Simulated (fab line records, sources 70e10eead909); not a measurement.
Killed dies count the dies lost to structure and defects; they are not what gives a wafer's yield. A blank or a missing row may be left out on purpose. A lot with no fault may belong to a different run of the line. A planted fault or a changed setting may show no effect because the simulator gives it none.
fab line records -- flow nandHarc -- part 1 of 2: steps 1 to 24 of 33
[record] lots = 5, wafers = 15, lastDay = 23
route steps=1159 shown A_CHANNEL_FILL_D1@500 A_STAIRCASE@519
lots that met no fault: from a run of the same line without faults
startH: hours from the record's opening day to when the first of the lot's shown wafers began -- waitH: hours elapsed since this lot's preceding step -- " repeats the value in the row above -- L1.1+2: a single row standing in for several wafers -- - no value present, or no start provided -- * or withheld: withheld -- < > ~ a bound
route shown NAME@n: a module of which the file shows steps, and the number in the route of the first -- usual: mean/standard deviation of fault-free wafers -- same: alike in all rows -- chamber/n: place in a boat -- sites: readings site by site -- _std_site: their standard deviation -- _edge_site: the outer-site mean with the inner-site mean subtracted -- radiusMm: for every site, how far away it sits from the centre of the wafer -- mask NAME#n: copy n -- behind: the tool/chamber that last shaped the wafer -- hold: cause of the lot's hold/its duration in hours/its outcome -- device: the n, p or np transistor that did not switch -- end of line: tests of these same wafers at the route's end -- a step given without rows: its recipe and nothing more -- killed: dies that structure and defects cost at the first sort, which is not the same as the wafer's yield -- map: dies across one wafer; x = killed, . = not, _ = none there
set.NAME: setting as actually run; set.NAME@STEP: the setting as run at that earlier step -- model.NAME: the simulator's own value behind a step, which no gauge read
lots seen at some steps along the route; tables by step, rows by wafer
services: the hour from which a tool's chamber was out of use, counted from the record's first day as startH (under 0 if before that day), plus the number of hours and why
[[steps]]
[step NHARC_A_CHANNEL_FILL_D1_ETCHBACK_20]
[recipe] targetDepthA = 270, timeS = 13.5, c4f8FlowSccm = withheld, o2FlowSccm = 8, arFlowSccm = withheld, rfW = 600, biasW = 1500, chemistry = C4F8/O2/Ar
[usual] oesProductAu = 0.96/0.035, rfVppV = 978/5.1
lot.wafer,tool,chamber,startH,waitH,oesProductAu,rfHoursCounterH,rfVppV
L075.2,rieDiel-05,2,219.87,-,1.02,2,983
L075.4,rieDiel-05,0,219.87,-,0.98,2,976
L075.6,rieDiel-05,3,219.87,-,1.00,-,985
L078.4,rieDiel-05,0,236.69,-,1.00,2,973
L078.1,rieDiel-05,1,236.69,-,1.00,2,973
L078.3,rieDiel-05,2,236.69,-,1.01,3,982
L080.2,rieDiel-05,0,247.53,-,0.92,3,973
L080.3,rieDiel-05,1,247.53,-,0.93,3,973
L080.6,rieDiel-05,0,247.53,-,0.93,-,976
L087.4,rieDiel-05,0,288.88,-,0.93,4,976
L087.5,rieDiel-05,3,288.88,-,0.93,-,985
L087.6,rieDiel-05,0,288.88,-,0.93,-,974
L092.2,rieDiel-05,2,318.82,-,0.92,5,984
L092.5,rieDiel-05,1,318.82,-,0.93,-,972
L092.6,rieDiel-05,2,318.82,-,0.93,-,984
[step NHARC_A_CHANNEL_FILL_D1_STRIP_28]
[recipe] timeS = 20, o2FlowSccm = 500, arFlowSccm = 0, biasW = 0, chemistry = O2
[usual] drypumpMotorCurrentA = 5.7/0.49, oesProductAu = 1.000/0.0093, rfVppV = 57.7/0.95, showerheadPlenumPTorr = 3.52/0.13, throttleValvePct = 17.036/0.0089
lot.wafer,tool,chamber,startH,waitH,drypumpMotorCurrentA,oesProductAu,rfHoursCounterH,rfVppV,showerheadPlenumPTorr,throttleValvePct
L075.2,rieDiel-05,3,219.96,0.1,5.3,1.026,2,59.3,3.72,17.039
L075.4,rieDiel-05,1,219.96,0.1,5.7,1.006,2,57.5,3.41,17.039
L075.6,rieDiel-05,3,219.96,0.1,5.3,1.015,-,58.6,3.72,17.041
L078.4,rieDiel-05,2,236.78,0.1,6.0,1.012,3,56.7,3.66,17.040
L078.3,rieDiel-05,3,236.78,0.1,5.3,1.001,3,57.6,3.72,17.030
L078.1,rieDiel-05,0,236.78,0.1,5.1,0.997,2,57.2,3.44,17.018
L080.3,rieDiel-05,0,247.63,0.1,5.1,0.982,3,57.0,3.44,17.033
L080.2,rieDiel-05,1,247.63,0.1,5.7,1.003,3,57.6,3.41,17.024
L080.6,rieDiel-05,0,247.63,0.1,5.1,0.996,-,59.4,3.44,17.035
L087.4,rieDiel-05,1,288.98,0.1,5.7,0.998,4,57.0,3.40,17.032
L087.5,rieDiel-05,2,288.98,0.1,5.9,0.998,-,59.0,3.65,17.050
L087.6,rieDiel-05,3,288.98,0.1,5.3,1.003,-,58.7,3.72,17.051
L092.2,rieDiel-05,3,318.90,0.1,5.3,1.005,5,58.5,3.72,17.035
L092.5,rieDiel-05,2,318.90,0.1,5.9,0.998,-,58.3,3.65,17.033
L092.6,rieDiel-05,3,318.90,0.1,5.3,1.010,-,59.3,3.72,17.029
[step NHARC_A_CHANNEL_FILL_D1_PRECLEAN_21]
[recipe] timeS = 30, chemistry = dHF
lot.wafer,tool,chamber,startH,waitH
L075.4+2+6,wetBench-03,"3,4,7",220.07,-
L078.4+1+3,wetBench-03,"7,0,1",236.89,-
L080.6+3+2,wetBench-02,"6,1,3",247.72,-
L087.4+5+6,wetBench-05,"7,0,3",289.06,-
L092.5+2+6,wetBench-03,"0,2,3",319.01,-
[step NHARC_A_CHANNEL_FILL_D1_SRD_23]
lot.wafer,tool,chamber,startH,waitH
L075.4+2+6,wetBench-03,"3,4,7",220.09,0.0
L078.4+1+3,wetBench-03,"7,0,1",236.91,0.0
L080.6+3+2,wetBench-02,"6,1,3",247.75,0.0
L087.4+5+6,wetBench-05,"7,0,3",289.09,0.0
L092.5+2+6,wetBench-03,"0,2,3",319.03,0.0
[step NHARC_A_CHANNEL_FILL_D1_CVD_05]
[recipe] targetThkA = 50, tempC = 550, material = poly-Si
[usual] zonePowerBottomPct = 11.7/1.2, zonePowerLowerPct = 8.1/1.2
lot.wafer,tool,chamber,startH,waitH,zonePowerBottomPct,zonePowerLowerPct
L075.2,lpcvdPoly-02,0,222.51,2.4,10.8,9.0
L075.4,lpcvdPoly-02,0,222.51,2.4,10.8,9.0
L075.6,lpcvdPoly-02,0,222.51,2.4,11.1,9.1
L078.1,lpcvdPoly-02,0,239.33,2.4,11.0,9.0
L078.3,lpcvdPoly-02,0,239.33,2.4,10.9,9.3
L078.4,lpcvdPoly-02,0,239.33,2.4,11.0,9.2
L080.2,lpcvdPoly-02,0,250.17,2.4,11.0,9.0
L080.3,lpcvdPoly-02,0,250.17,2.4,10.8,9.2
L080.6,lpcvdPoly-02,0,250.17,2.4,10.8,9.1
L087.4,lpcvdPoly-02,0,291.51,2.4,10.8,9.0
L087.5,lpcvdPoly-02,0,291.51,2.4,10.9,9.1
L087.6,lpcvdPoly-02,0,291.51,2.4,11.0,9.2
L092.2,lpcvdPoly-03,0,321.28,2.2,13.5,6.6
L092.5,lpcvdPoly-03,0,321.28,2.2,13.2,6.4
L092.6,lpcvdPoly-03,0,321.28,2.2,13.2,6.6
[step NHARC_A_CHANNEL_FILL_D1_ANNEAL_22]
[recipe] tempC = 620, timeS = 7200
[usual] zonePowerBottomPct = 13.2/0.52, zonePowerLowerPct = 9.2/0.5
lot.wafer,tool,chamber,startH,waitH,zonePowerBottomPct,zonePowerLowerPct
L075.2,furnace-01,0,227.63,3.3,13.8,9.6
L075.4,furnace-01,0,227.63,3.3,13.7,9.7
L075.6,furnace-01,0,227.63,3.3,13.7,9.9
L078.1,furnace-02,0,244.41,3.3,12.7,8.6
L078.3,furnace-02,0,244.41,3.3,12.7,8.6
L078.4,furnace-02,0,244.41,3.3,12.8,8.5
L080.2,furnace-01,0,255.28,3.3,13.8,9.6
L080.3,furnace-01,0,255.28,3.3,13.6,9.5
L080.6,furnace-01,0,255.28,3.3,13.7,9.6
L087.4,furnace-01,0,297.39,4.0,13.5,9.7
L087.5,furnace-01,0,297.39,4.0,13.8,9.7
L087.6,furnace-01,0,297.39,4.0,13.9,9.5
L092.2,furnace-02,0,326.41,3.3,12.7,8.5
L092.5,furnace-02,0,326.41,3.3,12.7,8.6
L092.6,furnace-02,0,326.41,3.3,12.8,8.5
[step NHARC_A_CHANNEL_FILL_D1_ALD_25]
[recipe] targetThkA = 600, pulseTimeS = 10, aldCycles = 600, tempC = 300, material = SiOx
[usual] heaterPowerW = 474/43, precursorPulseHeightRel = 1.000/0.02
[same] pulseTimeS = 10
lot.wafer,tool,chamber,startH,waitH,heaterPowerW,precursorPulseHeightRel
L075.4,aldHk-02,0,231.74,0.0,462,0.991
L075.2,aldHk-02,1,231.74,0.0,511,0.999
L075.6,aldHk-02,0,234.23,2.5,458,0.984
L078.1,aldHk-01,2,248.43,0.1,405,0.989
L078.4,aldHk-01,3,249.68,1.3,515,0.997
L078.3,aldHk-01,1,252.19,3.8,433,0.990
L080.3,aldHk-02,2,259.30,0.0,597,1.001
L080.2,aldHk-02,0,260.52,1.3,459,0.998
L080.6,aldHk-02,3,262.36,3.1,470,0.988
L087.4,aldHk-04,1,302.10,0.7,465,0.968
L087.6,aldHk-04,0,303.98,2.6,448,1.013
L087.5,aldHk-04,1,303.98,2.6,453,0.998
L092.2,aldHk-02,3,332.28,1.9,434,1.006
L092.5,aldHk-02,0,332.28,1.9,461,0.994
L092.6,aldHk-02,1,332.28,1.9,484,1.002
[step NHARC_A_CHANNEL_FILL_D1_ETCHBACK_08]
[recipe] targetDepthA = 2200, timeS = 110, c4f8FlowSccm = 20, arFlowSccm = withheld, rfW = 600, biasW = 300, chemistry = C4F8
[usual] oesProductAu = 0.95/0.033, rfVppV = 440.6/2.5
lot.wafer,tool,chamber,startH,waitH,oesProductAu,rfHoursCounterH,rfVppV
L075.4,rieDiel-05,1,-,-,0.93,2,437.2
L075.2,rieDiel-05,3,-,-,0.92,3,445.0
L075.6,rieDiel-05,0,-,-,0.91,-,439.0
L078.4,rieDiel-13,2,-,-,0.92,4,436.5
L078.3,rieDiel-13,3,-,-,0.93,4,439.4
L078.1,rieDiel-13,1,-,-,0.93,3,441.6
L080.2,rieDiel-13,2,-,-,0.98,4,437.2
L080.3,rieDiel-13,3,-,-,0.99,4,441.6
L080.6,rieDiel-13,2,-,-,1.00,-,438.4
L087.4,rieDiel-13,2,-,-,0.99,0,438.6
L087.6,rieDiel-13,0,-,-,0.99,-,442.7
L087.5,rieDiel-13,1,-,-,0.99,-,441.6
L092.2,rieDiel-13,0,-,-,0.92,1,441.8
L092.5,rieDiel-13,3,-,-,0.91,-,440.4
L092.6,rieDiel-13,0,-,-,0.92,-,442.5
[step NHARC_A_CHANNEL_FILL_D1_STRIP_29]
[recipe] timeS = 20, o2FlowSccm = 500, arFlowSccm = 0, biasW = 0, chemistry = O2
[usual] drypumpMotorCurrentA = 5.7/0.54, oesProductAu = 0.999/0.0091, rfVppV = 57.9/0.87, showerheadPlenumPTorr = 3.51/0.12, throttleValvePct = 17.036/0.0094
lot.wafer,tool,chamber,startH,waitH,drypumpMotorCurrentA,oesProductAu,rfHoursCounterH,rfVppV,showerheadPlenumPTorr,throttleValvePct
L075.2,rieDiel-05,0,-,-,5.1,0.994,2,56.9,3.44,17.032
L075.4,rieDiel-05,1,-,-,5.7,1.013,2,57.4,3.41,17.030
L075.6,rieDiel-05,3,-,-,5.3,1.011,-,58.4,3.72,17.030
L078.4,rieDiel-13,3,-,-,6.6,1.006,4,58.5,3.49,17.035
L078.3,rieDiel-13,1,-,-,6.0,1.013,3,57.8,3.54,17.021
L078.1,rieDiel-13,2,-,-,5.5,0.990,4,58.0,3.35,17.019
L080.2,rieDiel-13,1,-,-,6.0,0.999,3,58.5,3.54,17.029
L080.3,rieDiel-13,2,-,-,5.5,1.002,4,56.5,3.35,17.044
L080.6,rieDiel-13,0,-,-,4.9,1.009,-,55.9,3.64,17.025
L087.4,rieDiel-13,1,-,-,5.9,1.009,0,58.6,3.54,17.048
L087.6,rieDiel-13,2,-,-,5.5,0.990,-,57.4,3.35,17.039
L087.5,rieDiel-13,3,-,-,6.6,0.997,-,57.2,3.49,17.036
L092.2,rieDiel-13,3,-,-,6.6,0.988,1,58.1,3.49,17.024
L092.5,rieDiel-13,2,-,-,5.5,0.985,-,56.9,3.35,17.056
L092.6,rieDiel-13,3,-,-,6.6,0.985,-,57.9,3.49,17.043
[step NHARC_A_CHANNEL_FILL_D1_PRECLEAN_30]
[recipe] timeS = 30, chemistry = dHF
lot.wafer,tool,chamber,startH,waitH
L075.6+4+2,wetBench-02,"7,2,4",237.57,-
L078.3+4+1,wetBench-03,"7,1,2",258.07,-
L080.6+3+2,wetBench-05,"5,6,0",265.08,-
L087.6+4+5,wetBench-05,"5,6,7",307.36,-
L092.2+6+5,wetBench-02,"3,4,5",336.20,-
[step NHARC_A_CHANNEL_FILL_D1_SRD_31]
lot.wafer,tool,chamber,startH,waitH
L075.6+4+2,wetBench-02,"7,2,4",237.60,0.0
L078.3+4+1,wetBench-03,"7,1,2",258.09,0.0
L080.6+3+2,wetBench-05,"5,6,0",265.11,0.0
L087.6+4+5,wetBench-05,"5,6,7",307.41,0.0
L092.2+6+5,wetBench-02,"3,4,5",336.22,0.0
[step NHARC_A_CHANNEL_FILL_D1_CVD_09]
[recipe] targetThkA = 1500, tempC = 620, pressureMtorr = 200, timeS = 3000, material = poly-Si
[usual] zonePowerBottomPct = 14.8/1.5, zonePowerLowerPct = 9.3/1.4
lot.wafer,tool,chamber,startH,waitH,zonePowerBottomPct,zonePowerLowerPct
L075.2,lpcvdPoly-04,0,240.03,2.4,13.9,8.1
L075.4,lpcvdPoly-04,0,240.03,2.4,13.9,8.0
L075.6,lpcvdPoly-04,0,240.03,2.4,14.1,8.1
L078.1,lpcvdPoly-03,0,260.34,2.2,17.0,8.0
L078.3,lpcvdPoly-03,0,260.34,2.2,17.1,8.0
L078.4,lpcvdPoly-03,0,260.34,2.2,16.5,8.1
L080.2,lpcvdPoly-02,0,267.54,2.4,13.6,10.8
L080.3,lpcvdPoly-02,0,267.54,2.4,13.4,11.0
L080.6,lpcvdPoly-02,0,267.54,2.4,13.4,11.1
L087.4,lpcvdPoly-04,0,309.73,2.3,13.7,8.2
L087.5,lpcvdPoly-04,0,309.73,2.3,14.0,8.2
L087.6,lpcvdPoly-04,0,309.73,2.3,14.1,8.2
L092.2,lpcvdPoly-02,0,338.65,2.4,13.7,11.1
L092.5,lpcvdPoly-02,0,338.65,2.4,13.5,11.0
L092.6,lpcvdPoly-02,0,338.65,2.4,13.8,11.1
[step NHARC_A_CHANNEL_FILL_D1_CMP_10]
[recipe] targetThkNm = 150
[usual] motorCurrentA = 12.2/1.1, timeToEndpointS = 13.9/2.4
lot.wafer,tool,chamber,startH,waitH,motorCurrentA,timeToEndpointS
L075.4,cmp-01,0,243.21,0.4,12.2,12.8
L075.2,cmp-01,1,243.21,0.4,14.6,12.0
L075.6,cmp-01,3,243.21,0.4,11.7,12.2
L078.1,cmp-01,0,263.56,0.4,11.3,14.1
L078.4,cmp-01,1,263.56,0.4,15.1,12.2
L078.3,cmp-01,2,263.56,0.4,10.7,12.3
L080.2,cmp-01,0,270.72,0.4,12.0,12.1
L080.3,cmp-01,3,270.72,0.4,12.1,16.6
L080.6,cmp-01,0,270.72,0.4,12.1,12.7
L087.4,cmp-04,3,312.94,0.4,12.8,14.8
L087.5,cmp-04,1,312.94,0.4,12.3,15.3
L087.6,cmp-04,2,312.94,0.4,11.3,18.6
L092.2,cmp-01,1,341.87,0.4,14.3,15.8
L092.5,cmp-01,3,341.87,0.4,12.4,14.0
L092.6,cmp-01,0,341.87,0.4,12.4,15.4
[step NHARC_A_CHANNEL_FILL_D1_SRD_12]
lot.wafer,tool,chamber,startH,waitH
L075.6+4+2,wetBench-03,"3,4,5",243.46,0.0
L078.1+4+3,wetBench-02,"1,2,3",263.85,0.1
L080.3+2+6,wetBench-03,"2,4,5",271.02,0.0
L087.6+5+4,wetBench-05,"3,5,0",313.19,0.0
L092.6+5+2,wetBench-02,"3,5,6",342.12,0.0
[step NHARC_A_CHANNEL_FILL_D1_RTA_24]
[recipe] tempC = 1000, timeS = 5
[usual] lampPowerPct = 30.9/2, lamp_zone_2_pct = 30.9/2, wafer_temp_C_max = 1004.5/0.98
lot.wafer,tool,chamber,startH,waitH,lampPowerPct,lamp_zone_2_pct,wafer_temp_C_max
L075.2,rtpAnneal-02,0,243.61,0.1,34.4,34.3,1003.3
L075.4,rtpAnneal-02,0,243.61,0.1,34.4,34.4,1003.7
L075.6,rtpAnneal-02,0,243.61,0.1,34.4,34.4,1002.8
L078.1,rtpAnneal-02,0,263.96,0.0,34.4,34.4,1004.1
L078.3,rtpAnneal-02,0,263.96,0.0,34.4,34.4,1003.3
L078.4,rtpAnneal-02,0,263.96,0.0,34.5,34.4,1004.4
L080.2,rtpAnneal-01,0,271.33,0.2,29.8,29.7,1005.6
L080.3,rtpAnneal-01,0,271.33,0.2,29.7,29.8,1003.8
L080.6,rtpAnneal-01,0,271.33,0.2,29.7,29.7,1008.5
L087.4,rtpAnneal-01,0,313.54,0.2,29.8,29.8,1004.8
L087.5,rtpAnneal-01,0,313.54,0.2,29.8,29.7,1006.9
L087.6,rtpAnneal-01,0,313.54,0.2,29.8,29.8,1004.0
L092.2,rtpAnneal-01,0,342.27,0.1,29.7,29.8,1003.4
L092.5,rtpAnneal-01,0,342.27,0.1,29.7,29.7,1004.3
L092.6,rtpAnneal-01,0,342.27,0.1,29.7,29.8,1004.3
[step NHARC_A_CHANNEL_FILL_D1_INSPECT_13]
[usual] rawDefectCount = 296/120
lot.wafer,tool,chamber,startH,waitH,rawDefectCount
L075.2,defectInspect-01,-,243.78,0.1,342
L075.4,defectInspect-01,-,243.78,0.1,241
L075.6,defectInspect-01,-,243.78,0.1,284
L078.1,defectInspect-02,-,264.15,0.2,253
L078.3,defectInspect-02,-,264.15,0.2,173
L078.4,defectInspect-02,-,264.15,0.2,239
L080.2,defectInspect-02,-,271.53,0.2,217
L080.3,defectInspect-02,-,271.53,0.2,315
L080.6,defectInspect-02,-,271.53,0.2,202
L087.4,defectInspect-01,-,313.69,0.1,308
L087.5,defectInspect-01,-,313.69,0.1,373
L087.6,defectInspect-01,-,313.69,0.1,380
L092.2,defectInspect-02,-,342.43,0.1,439
L092.5,defectInspect-02,-,342.43,0.1,215
L092.6,defectInspect-02,-,342.43,0.1,187
[step NHARC_A_STAIRCASE_DEP_156]
[recipe] targetThkA = 500, tempC = 400, targetThkNm = 50, flowSccm = 200, rfW = 450, material = SiNx
[usual] heaterPowerW = 728/130
lot.wafer,tool,chamber,startH,waitH,heaterPowerW
L075.2,pecvd-04,2,243.87,0.1,536
L075.4,pecvd-04,1,243.87,0.1,988
L075.6,pecvd-04,0,243.87,0.1,655
L078.1,pecvd-02,1,264.22,0.1,821
L078.3,pecvd-02,0,264.22,0.1,536
L078.4,pecvd-02,2,264.22,0.1,803
L080.2,pecvd-02,1,271.60,0.1,684
L080.3,pecvd-02,0,271.60,0.1,503
L080.6,pecvd-02,1,271.60,0.1,707
L087.5,pecvd-02,0,313.84,0.2,631
L087.6,pecvd-02,1,313.84,0.2,810
L087.4,pecvd-02,2,313.84,0.2,832
L092.2,pecvd-04,1,342.56,0.1,910
L092.6,pecvd-04,2,342.56,0.1,511
L092.5,pecvd-04,1,342.56,0.1,899
[step NHARC_A_STAIRCASE_DEHYDRATE_158]
[recipe] tempC = 150, timeS = 120
[usual] exhaustPa = 45.0/1, plateTempC = 150.01/0.13
lot.wafer,tool,chamber,startH,waitH,exhaustPa,plateTempC
L075.2,lithoTrack-05,0,244.12,0.2,43.6,149.99
L075.4,lithoTrack-05,0,244.12,0.2,44.6,149.85
L075.6,lithoTrack-05,0,244.12,0.2,44.7,149.89
L078.1,lithoTrack-03,0,264.49,0.2,44.4,149.96
L078.3,lithoTrack-03,0,264.49,0.2,44.3,149.80
L078.4,lithoTrack-03,0,264.49,0.2,45.5,149.89
L080.2,lithoTrack-05,0,271.86,0.2,44.9,149.95
L080.3,lithoTrack-05,0,271.86,0.2,45.8,149.79
L080.6,lithoTrack-05,0,271.86,0.2,43.4,149.99
L087.4,lithoTrack-05,0,314.02,0.1,44.7,149.77
L087.5,lithoTrack-05,0,314.02,0.1,44.6,149.71
L087.6,lithoTrack-05,0,314.02,0.1,42.9,149.59
L092.2,lithoTrack-05,0,342.77,0.2,45.6,149.96
L092.5,lithoTrack-05,0,342.77,0.2,46.2,150.15
L092.6,lithoTrack-05,0,342.77,0.2,45.4,150.02
[step NHARC_A_STAIRCASE_HMDS_159]
[recipe] timeS = 30
[usual] exhaustPa = 45.0/0.83
lot.wafer,tool,chamber,startH,waitH,exhaustPa
L075.2,lithoTrack-05,0,-,-,45.1
L075.4,lithoTrack-05,0,-,-,46.6
L075.6,lithoTrack-05,0,-,-,46.3
L078.1,lithoTrack-03,0,-,-,44.4
L078.3,lithoTrack-03,0,-,-,44.3
L078.4,lithoTrack-03,0,-,-,45.2
L080.2,lithoTrack-05,0,-,-,44.2
L080.3,lithoTrack-05,0,-,-,45.2
L080.6,lithoTrack-05,0,-,-,43.9
L087.4,lithoTrack-05,0,-,-,45.7
L087.5,lithoTrack-05,0,-,-,46.1
L087.6,lithoTrack-05,0,-,-,44.8
L092.2,lithoTrack-05,0,-,-,44.3
L092.5,lithoTrack-05,0,-,-,44.7
L092.6,lithoTrack-05,0,-,-,45.4
[step NHARC_A_STAIRCASE_COAT_160]
[recipe] spinRpm = 1200
[usual] exhaustPa = 45.0/0.92
lot.wafer,tool,chamber,startH,waitH,exhaustPa
L075.2,lithoTrack-05,0,-,-,45.9
L075.4,lithoTrack-05,0,-,-,44.3
L075.6,lithoTrack-05,0,-,-,45.6
L078.1,lithoTrack-03,0,-,-,46.5
L078.3,lithoTrack-03,0,-,-,45.6
L078.4,lithoTrack-03,0,-,-,46.9
L080.2,lithoTrack-05,0,-,-,44.3
L080.3,lithoTrack-05,0,-,-,43.2
L080.6,lithoTrack-05,0,-,-,43.8
L087.4,lithoTrack-05,0,-,-,43.8
L087.5,lithoTrack-05,0,-,-,45.6
L087.6,lithoTrack-05,0,-,-,44.8
L092.2,lithoTrack-05,0,-,-,45.2
L092.5,lithoTrack-05,0,-,-,44.7
L092.6,lithoTrack-05,0,-,-,44.6
[step NHARC_A_STAIRCASE_SOFTBAKE_161]
[recipe] tempC = 135, timeS = 170
[usual] exhaustPa = 45.2/0.88, plateTempC = 134.99/0.16
lot.wafer,tool,chamber,startH,waitH,exhaustPa,plateTempC
L075.2,lithoTrack-05,0,-,-,46.0,134.76
L075.4,lithoTrack-05,0,-,-,46.7,134.85
L075.6,lithoTrack-05,0,-,-,45.0,135.07
L078.1,lithoTrack-03,0,-,-,44.0,134.98
L078.3,lithoTrack-03,0,-,-,44.6,134.98
L078.4,lithoTrack-03,0,-,-,44.4,134.82
L080.2,lithoTrack-05,0,-,-,44.7,134.87
L080.3,lithoTrack-05,0,-,-,45.7,135.06
L080.6,lithoTrack-05,0,-,-,43.9,134.75
L087.4,lithoTrack-05,0,-,-,45.0,134.74
L087.5,lithoTrack-05,0,-,-,45.2,134.78
L087.6,lithoTrack-05,0,-,-,46.1,134.99
L092.2,lithoTrack-05,0,-,-,44.7,135.10
L092.5,lithoTrack-05,0,-,-,43.4,135.02
L092.6,lithoTrack-05,0,-,-,44.0,135.26
[step NHARC_A_STAIRCASE_EBR_162]
[usual] exhaustPa = 45.4/0.88
lot.wafer,tool,chamber,startH,waitH,exhaustPa
L075.2,lithoTrack-05,0,-,-,45.0
L075.4,lithoTrack-05,0,-,-,44.4
L075.6,lithoTrack-05,0,-,-,44.4
L078.1,lithoTrack-03,0,-,-,44.2
L078.3,lithoTrack-03,0,-,-,45.2
L078.4,lithoTrack-03,0,-,-,44.0
L080.2,lithoTrack-05,0,-,-,47.2
L080.3,lithoTrack-05,0,-,-,46.3
L080.6,lithoTrack-05,0,-,-,48.1
L087.4,lithoTrack-05,0,-,-,45.0
L087.5,lithoTrack-05,0,-,-,46.1
L087.6,lithoTrack-05,0,-,-,45.1
L092.2,lithoTrack-05,0,-,-,47.2
L092.5,lithoTrack-05,0,-,-,45.3
L092.6,lithoTrack-05,0,-,-,45.7
[step NHARC_A_STAIRCASE_EXPOSE_163]
[recipe] na = 0.5, doseMj = 20.01, maskId = STAIR_OPEN
lot.wafer,tool,chamber,startH,waitH,mask
L075.2+4+6,krfScanner-02,0,244.45,-,STAIR_OPEN#0
L078.1+3+4,krfScanner-03,0,264.83,-,STAIR_OPEN#0
L080.2+3+6,krfScanner-01,0,272.20,-,STAIR_OPEN#0
L087.4+5+6,krfScanner-03,0,314.38,-,STAIR_OPEN#0
L092.2+5+6,krfScanner-01,0,342.98,-,STAIR_OPEN#0
[step NHARC_A_STAIRCASE_PEB_164]
[recipe] pebTempC = 115, pebTimeS = 130
[usual] exhaustPa = 44.8/0.91, plateTempC = 114.99/0.14
lot.wafer,tool,chamber,startH,waitH,exhaustPa,plateTempC
L075.2,lithoTrack-02,0,244.52,0.1,45.3,114.86
L075.4,lithoTrack-02,0,244.52,0.1,46.6,114.89
L075.6,lithoTrack-02,0,244.52,0.1,46.8,114.85
L078.1,lithoTrack-05,0,264.89,0.1,45.0,114.81
L078.3,lithoTrack-05,0,264.89,0.1,44.7,114.97
L078.4,lithoTrack-05,0,264.89,0.1,46.7,114.97
L080.2,lithoTrack-03,0,272.26,0.1,44.0,114.99
L080.3,lithoTrack-03,0,272.26,0.1,45.5,115.13
L080.6,lithoTrack-03,0,272.26,0.1,44.9,114.97
L087.4,lithoTrack-05,0,314.43,0.0,43.5,115.10
L087.5,lithoTrack-05,0,314.43,0.0,44.4,114.97
L087.6,lithoTrack-05,0,314.43,0.0,43.8,114.94
L092.2,lithoTrack-05,0,343.04,0.1,44.1,114.80
L092.5,lithoTrack-05,0,343.04,0.1,45.4,114.79
L092.6,lithoTrack-05,0,343.04,0.1,43.6,114.97
